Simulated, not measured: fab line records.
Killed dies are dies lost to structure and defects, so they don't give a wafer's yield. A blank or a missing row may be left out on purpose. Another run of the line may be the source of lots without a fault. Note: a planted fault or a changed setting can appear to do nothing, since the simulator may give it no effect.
fab line records	flow n5-finfet
[record] lots = 11	wafers = 30	last-day = 17
route steps=1938 shown BEOL_M9@1404 PASSIVATION@1936
lots that met no fault: taken from a fault-free run of the same line
start-h: the number of hours between the record's first day and the start of the first shown wafer of the lot	wait-h: hours from the lot's prior step to this one	" unchanged from the row above	L1.1+2: several wafers, shown together as one row	- value missing, or start not given	* or withheld: withheld	< > ~ a bound
route shown NAME@n: a module of which the file shows steps, and the number in the route of the first	usual: mean/standard deviation taken from wafers without a fault	same: alike in all rows	chamber/n: place in a boat	sites: each site's reading	_std_site: standard deviation of those values	_edge_site: mean of outer sites minus mean of inner sites	radius-mm: for every site, how far away it sits from the centre of the wafer	mask NAME#n: copy n	behind: tool/chamber where the wafer was last shaped	hold: why the lot was held/for how many hours/how that ended	device: which transistor (n, p or np) failed to switch	end of line: at the end of the route, the tests of the same wafers	a step without rows: its recipe alone	killed: not the wafer's yield, but the dies lost to structure and defects at the first sort	map: per-die view of a wafer (x killed, . not killed, _ where there is no die)
set.NAME: the setting the step ran with; set.NAME@STEP: the setting that earlier step ran with	model.NAME: the simulator's own value behind a step, which no gauge read
steps of the route over a sample of lots; a table a step, a row a wafer
services: the hour from which a tool's chamber was out of use, counted from the record's first day as start-h (under 0 if before that day), plus the number of hours and why
[[steps]]
[step N5_BEOL_M9_PECVD_70]
[recipe] material = SiO2	target-thk-a = 200	temp-c = 400	precursor = TEOS/O2	pressure-torr = 5.5	rf-w = 450	teos-flow-sccm = 53.8	gas = O2	flow-sccm = 3000	time-s = 22.7
[usual] heater-power-w = 680/83	showerhead-plenum-p-Torr = 8.76/0.054	throttle-valve-pct = 22.4/1.5
lot.wafer	tool	chamber	start-h	wait-h	heater-power-w	showerhead-plenum-p-Torr	throttle-valve-pct
L448.3	pecvd-04	0	223.31	0.0	590	8.74	23.6
L448.4	"	0	"	"	584	8.78	23.4
L448.6	"	2	"	"	650	8.73	20.5
L449.2	pecvd-04	2	248.51	0.0	668	8.74	21.0
L449.3	"	1	"	"	791	8.79	25.5
L449.5	"	2	"	"	667	8.73	20.7
L452.1	pecvd-02	0	250.28	0.0	755	8.72	20.8
L452.2	"	2	"	"	641	8.69	22.3
L452.5	"	0	"	"	748	8.73	20.8
L454.2	pecvd-02	2	254.35	0.0	591	8.71	22.6
L454.5	"	2	"	"	586	8.72	22.3
L454.6	"	0	"	"	624	8.72	21.0
L453.2	pecvd-02	2	255.25	0.0	544	8.70	22.3
L453.3	"	1	"	"	666	8.78	22.7
L455.2	pecvd-02	1	270.83	0.0	645	8.77	22.6
L455.3	"	2	"	"	636	8.74	22.4
L456.4	pecvd-02	1	271.43	0.1	713	8.79	22.9
L456.6	"	0	"	"	619	8.74	20.6
L459.2	pecvd-03	1	297.52	0.0	748	8.89	23.4
L459.4	"	0	"	"	841	8.79	21.8
L459.5	"	1	"	"	752	8.90	23.2
L467.2	pecvd-04	1	325.11	0.0	829	8.80	25.6
L467.3	"	2	"	"	589	8.73	20.8
L467.6	"	0	"	"	714	8.77	23.9
L469.1	pecvd-04	1	347.60	0.0	735	8.77	25.4
L469.2	"	2	"	"	660	8.76	21.0
L469.5	"	1	"	"	720	8.79	25.8
L468.1	pecvd-02	1	348.08	0.0	649	8.78	22.5
L468.3	"	0	"	"	716	8.72	21.2
L468.5	"	1	"	"	639	8.76	22.8
[step N5_BEOL_M9_CD_MEAS_18]
[recipe] pitch-nm = 140	target-cd-nm = 70
[usual] cd-nm = 70.0/0.7
lot.wafer	tool	chamber	start-h	wait-h	cd-nm
L448.3	cd-sem-03	-	226.84	0.1	69.5
L448.4	"	-	"	"	70.3
L448.6	"	-	"	"	69.9
L449.2	cd-sem-03	-	250.21	0.1	70.4
L449.3	"	-	"	"	69.4
L449.5	"	-	"	"	68.9
L452.1	cd-sem-03	-	253.48	0.0	69.9
L452.2	"	-	"	"	68.3
L452.5	"	-	"	"	70.1
L454.2	cd-sem-01	-	256.62	0.1	70.3
L454.5	"	-	"	"	69.4
L454.6	"	-	"	"	68.9
L453.2	cd-sem-03	-	257.04	0.1	70.7
L453.3	"	-	"	"	70.0
L455.2	cd-sem-01	-	273.78	0.1	68.6
L455.3	"	-	"	"	69.9
L456.4	cd-sem-02	-	273.94	0.1	69.7
L456.6	"	-	"	"	71.4
L459.2	cd-sem-01	-	299.56	0.1	70.5
L459.4	"	-	"	"	69.7
L459.5	"	-	"	"	69.3
L467.2	cd-sem-02	-	327.88	0.1	69.0
L467.3	"	-	"	"	70.1
L467.6	"	-	"	"	70.1
L469.1	cd-sem-03	-	349.87	0.0	70.0
L469.2	"	-	"	"	69.6
L469.5	"	-	"	"	70.3
L468.1	cd-sem-02	-	350.10	0.1	69.9
L468.3	"	-	"	"	69.5
L468.5	"	-	"	"	71.7
[step N5_BEOL_M9_ETCH_76]
[recipe] chemistry = N2/H2	target = underlayer	target-depth-a = 65	mask-material = CAR-EUV	time-s = 5.2	ion-energy-ev = 200	pressure-mtorr = 30	source-w = 840	bias-w = 150	n2-flow-sccm = 200	h2-flow-sccm = 200	ends = cleared
[usual] drypump-motor-current-A = 5.7/0.33	etch-rf-on-time-s = 5.15/0.16	oes-product-au = 0.66/0.059	rf-vpp-V = 523.7/2.8	showerhead-plenum-p-Torr = 2.54/0.091	throttle-valve-pct = 17.87/0.25
lot.wafer	tool	chamber	start-h	wait-h	drypump-motor-current-A	etch-rf-on-time-s	oes-product-au	rf-hours-counter-h	rf-vpp-V	showerhead-plenum-p-Torr	throttle-valve-pct
L448.3	rie-diel-03	3	228.71	0.0	5.9	5.08	0.61	229	523.3	2.52	18.09
L448.4	"	2	"	"	5.7	5.01	0.65	160	526.9	2.63	18.06
L448.6	"	3	"	"	5.9	5.06	0.61	-	523.0	2.52	18.11
L449.2	rie-diel-03	2	251.44	0.0	5.7	5.09	0.65	168	526.1	2.63	18.07
L449.3	"	0	"	"	5.7	5.23	0.71	65	528.2	2.68	18.04
L449.5	"	1	"	"	5.4	5.24	0.67	-	526.6	2.54	17.60
L452.1	rie-diel-01	3	254.93	0.0	5.7	5.35	0.63	161	521.1	2.43	18.04
L452.2	"	0	"	"	5.8	5.39	0.69	73	524.0	2.58	17.64
L452.5	"	1	"	"	5.9	4.94	0.62	-	519.6	2.43	18.28
L454.2	rie-diel-04	0	257.49	0.0	5.7	5.25	0.66	128	524.7	2.53	17.72
L454.5	"	3	"	"	5.0	5.33	0.64	-	525.0	2.55	17.54
L454.6	"	2	"	"	6.0	5.26	0.58	-	519.4	2.42	18.11
L453.2	rie-diel-01	2	257.70	0.0	6.4	4.84	0.63	198	526.1	2.62	17.89
L453.3	"	3	"	"	5.7	5.31	0.63	162	523.0	2.43	18.01
L455.2	rie-diel-01	1	275.58	0.0	5.9	5.04	0.62	221	520.9	2.43	18.28
L455.3	"	0	"	"	5.8	5.44	0.67	79	525.3	2.58	17.67
L456.4	rie-diel-03	3	275.85	0.0	5.9	5.13	0.59	245	524.1	2.51	18.11
L456.6	"	0	"	"	5.7	5.24	0.71	-	527.4	2.68	18.05
L459.2	rie-diel-03	1	300.02	0.0	5.4	5.25	0.65	140	523.6	2.53	17.61
L459.4	"	1	"	"	5.4	5.21	0.66	-	524.8	2.53	17.64
L459.5	"	2	"	"	5.7	5.14	0.62	-	527.7	2.62	18.07
L467.2	rie-diel-04	2	328.47	0.0	6.0	5.19	0.83	1	530.4	2.73	17.74
L467.3	"	0	"	"	5.7	5.24	0.64	151	523.5	2.52	17.74
L467.6	"	2	"	"	6.0	5.21	0.84	-	528.7	2.73	17.78
L469.1	rie-diel-01	3	350.50	0.0	5.7	5.31	0.61	190	518.8	2.42	18.07
L469.2	"	2	"	"	6.3	4.90	0.61	224	526.4	2.61	17.93
L469.5	"	3	"	"	5.7	5.30	0.62	-	523.8	2.42	18.09
L468.1	rie-diel-03	0	350.70	0.0	5.7	5.25	0.68	100	527.5	2.67	18.13
L468.3	"	2	"	"	5.6	5.19	0.62	200	526.7	2.61	18.15
L468.5	"	0	"	"	5.7	5.26	0.67	-	525.2	2.67	18.11
[step N5_BEOL_M9_CMP_52]
[recipe] stop-on = SiCOH_lowk	t-overpolish-s = 7	down-force-psi = 1	platen-rpm = 50	clearing-platen-down-force-psi = 1.5	clearing-platen-rpm = 50	post-cmp-clean = cu-alkaline	target-thk-nm = 140	clearing-platen-pad-velocity-m-s = 0.99484	pad-velocity-m-s = 0.99484
[usual] barrier-field-endpoint-s = 29.7/0.91	clearing-platen-rpm = 50.005/0.029	motor-current-A = 6.0/0.64
lot.wafer	tool	chamber	start-h	wait-h	barrier-field-endpoint-s	clearing-platen-rpm	motor-current-A
L448.4	cmp-04	3	230.79	0.1	29.1	50.035	5.3
L448.3	"	1	"	"	28.3	50.032	6.6
L448.6	"	3	"	"	29.4	50.024	5.2
L449.2	cmp-04	0	253.65	0.2	31.2	50.010	5.0
L449.3	"	3	"	"	30.2	49.981	5.8
L449.5	"	0	"	"	32.2	50.051	5.5
L452.1	cmp-02	3	257.31	0.3	29.2	50.006	5.3
L452.2	"	1	"	"	30.2	50.017	6.4
L452.5	"	0	"	"	30.6	49.971	6.8
L454.2	cmp-04	2	260.57	0.2	28.9	50.013	5.8
L454.5	"	2	"	"	29.5	49.967	5.6
L454.6	"	3	"	"	29.6	50.039	5.3
L453.3	cmp-04	3	262.45	0.2	34.2	49.978	5.6
L453.2	"	0	"	"	32.4	49.985	5.0
L455.3	cmp-04	1	277.98	0.3	32.7	49.999	6.3
L455.2	"	2	"	"	28.9	49.958	5.4
L456.4	cmp-04	1	280.27	0.2	29.3	50.004	6.4
L456.6	"	0	"	"	34.3	50.020	5.2
L459.4	cmp-04	1	303.31	0.2	30.2	50.045	6.7
L459.2	"	3	"	"	29.9	49.994	5.6
L459.5	"	0	"	"	31.4	50.012	5.0
L467.3	cmp-02	3	331.99	0.2	29.9	50.004	5.1
L467.2	"	0	"	"	30.0	49.974	6.8
L467.6	"	3	"	"	29.6	50.037	5.1
L469.2	cmp-02	0	354.16	0.2	29.9	50.038	7.1
L469.1	"	2	"	"	28.7	49.977	6.3
L469.5	"	0	"	"	30.5	50.043	7.1
L468.1	cmp-02	3	354.65	0.4	29.3	50.026	5.0
L468.3	"	1	"	"	29.5	49.993	6.8
L468.5	"	3	"	"	29.4	50.023	5.1
[step N5_BEOL_M9_DEP_56]
[recipe] material = SiCN	target-thk-a = 150	temp-c = withheld	precursor = 3MS/NH3	pressure-torr = 3	rf-w = 202	time-s = 26.5
[usual] showerhead-plenum-p-Torr = 3.663/0.014	throttle-valve-pct = 9.1/0.69
lot.wafer	tool	chamber	start-h	wait-h	showerhead-plenum-p-Torr	throttle-valve-pct
L448.3	pecvd-04	1	231.18	0.0	3.673	10.2
L448.4	"	0	"	"	3.664	9.5
L448.6	"	0	"	"	3.662	9.5
L449.2	pecvd-04	0	254.01	0.0	3.669	9.6
L449.3	"	1	"	"	3.665	10.5
L449.5	"	0	"	"	3.661	9.3
L452.1	pecvd-03	1	257.67	0.0	3.683	9.6
L452.2	"	2	"	"	3.645	8.3
L452.5	"	2	"	"	3.650	8.4
L454.2	pecvd-03	0	260.93	0.0	3.658	8.8
L454.5	"	0	"	"	3.661	8.6
L454.6	"	1	"	"	3.692	9.4
L453.2	pecvd-04	0	262.77	0.0	3.666	9.5
L453.3	"	2	"	"	3.649	8.5
L455.2	pecvd-04	0	278.30	0.0	3.664	9.6
L455.3	"	2	"	"	3.648	8.5
L456.4	pecvd-04	0	280.58	0.0	3.664	9.5
L456.6	"	1	"	"	3.662	10.4
L459.2	pecvd-02	1	303.63	0.0	3.669	9.1
L459.4	"	0	"	"	3.652	8.3
L459.5	"	1	"	"	3.661	9.4
L467.2	pecvd-04	2	332.31	0.0	3.657	8.6
L467.3	"	0	"	"	3.664	9.4
L467.6	"	0	"	"	3.665	9.6
L469.1	pecvd-03	0	354.51	0.0	3.668	8.8
L469.2	"	1	"	"	3.684	9.4
L469.5	"	1	"	"	3.697	9.6
L468.1	pecvd-03	2	354.97	0.0	3.641	8.4
L468.3	"	1	"	"	3.688	9.1
L468.5	"	0	"	"	3.670	9.0
[step N5_PASSIVATION_PROBE_49]
[usual] defect-limited-yield = 91.6/1.4	killed_at_M0_to_M3 = 32/9.5	killed_at_M4_up = 13/6	killed-at-contacts = 12/5.6	killed-at-front-end = 39/11	killed-at-other = 2.8/2.3	killed-dies = 99/16	killed-on-rim = 12/3.4	killed-open = 65/12	killed-short = 32/7.6	sort_bin_4_leakage = 0.1/0.88	sort_bin_5_function = 4.8/0.88	sort_bin_6_memory = 3.2/0.65	sort-n-pass = 1077/29	sort-yield-pct = 91.2/2.5
[same] gross-dies = 1180	killed-at-back-side = 0	sort_bin_8_speed[%] = 0
lot.wafer	tool	chamber	start-h	wait-h	defect-limited-yield[%]	killed_at_M0_to_M3	killed_at_M4_up	killed-at-contacts	killed-at-front-end	killed-at-other	killed-dies	killed-on-rim	killed-open	killed-short	sort_bin_4_leakage[%]	sort_bin_5_function[%]	sort_bin_6_memory[%]	sort-n-pass	sort-yield-pct[%]
L456.6	prober-01	-	335.53	0.3	87.7	37	26	13	56	13	145	18	83	48	0	6.2	4.5	1035	87.7
// killed by level:class
L456.6 BEOL_M4:geometric-particle:open=14 BEOL_M0_SAQP:geometric-particle:open=13 BEOL_M0_SAQP:geometric-particle:short=12 FIN_SAQP:geometric-particle:open=11 MOL_CONTACT_COAG:geometric-particle:open=10 HKMG_FIN:area-etch=10 FIN_SAQP:geometric-particle:short=9 BEOL_M1:geometric-particle:open=6
[[services]]
tool	chamber	start-h	hours	kind
rie-diel-01	-	207.15	2.3	repair
cmp-04	-	216.24	0.4	repair
pecvd-03	-	228.10	5.5	pm
pecvd-04	2	228.18	5.5	scheduled-down
rie-diel-01	-	229.78	2.5	repair
pecvd-02	2	242.89	5.5	scheduled-down
cmp-02	-	259.65	4.0	pm
rie-diel-03	-	262.64	0.5	repair
cmp-04	-	264.38	0.9	repair
cmp-02	-	267.05	16.2	repair
pecvd-02	1	277.24	2.1	scheduled-down
cmp-02	-	289.29	0.4	repair
rie-diel-04	0	289.58	7.4	repair
pecvd-02	1	292.04	5.5	scheduled-down
pecvd-02	2	305.72	2.1	scheduled-down
rie-diel-04	2	306.17	5.3	repair
cmp-04	-	306.77	4.9	repair
pecvd-02	0	312.96	5.5	scheduled-down
pecvd-04	-	331.13	1.0	repair
rie-diel-03	2	342.53	6.8	repair
rie-diel-04	0	344.79	4.5	repair
cmp-02	-	348.11	5.2	repair
rie-diel-01	3	352.67	2.8	repair
cmp-04	-	353.91	4.0	pm
[[key]]
[first-sign] step = N5_BEOL_M9_CMP_52	reading = barrier-field-endpoint-s	direction = up	sigmas = 4.5	usual = 29.7	struck = 33.7
effect none on later readings
met-at N5_BEOL_M9_PECVD_70
struck-lots L453,L455,L456
struck-wafers L453.3,L455.3,L456.6
[baseline-loss] step = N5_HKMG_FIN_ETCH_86	wafers = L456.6
not-acting-at N5_BEOL_M9_CD_MEAS_18,N5_BEOL_M9_ETCH_76,N5_BEOL_M9_DEP_56
onset-between 254.35 255.25
[fault] kind = process-parameter-drift	tool = pecvd-02	chamber = -	onset-h = 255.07	steps = N5_BEOL_M9_PECVD_70	channel = time-s	offset = *	shape = step	end-h = 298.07	scope = struck-wafers-only	acts-in = *	stated = *
// baseline-loss: these wafers lose ten dies or more at that step, a loss of the line's own and not of a fault; the sort's usual values leave them out
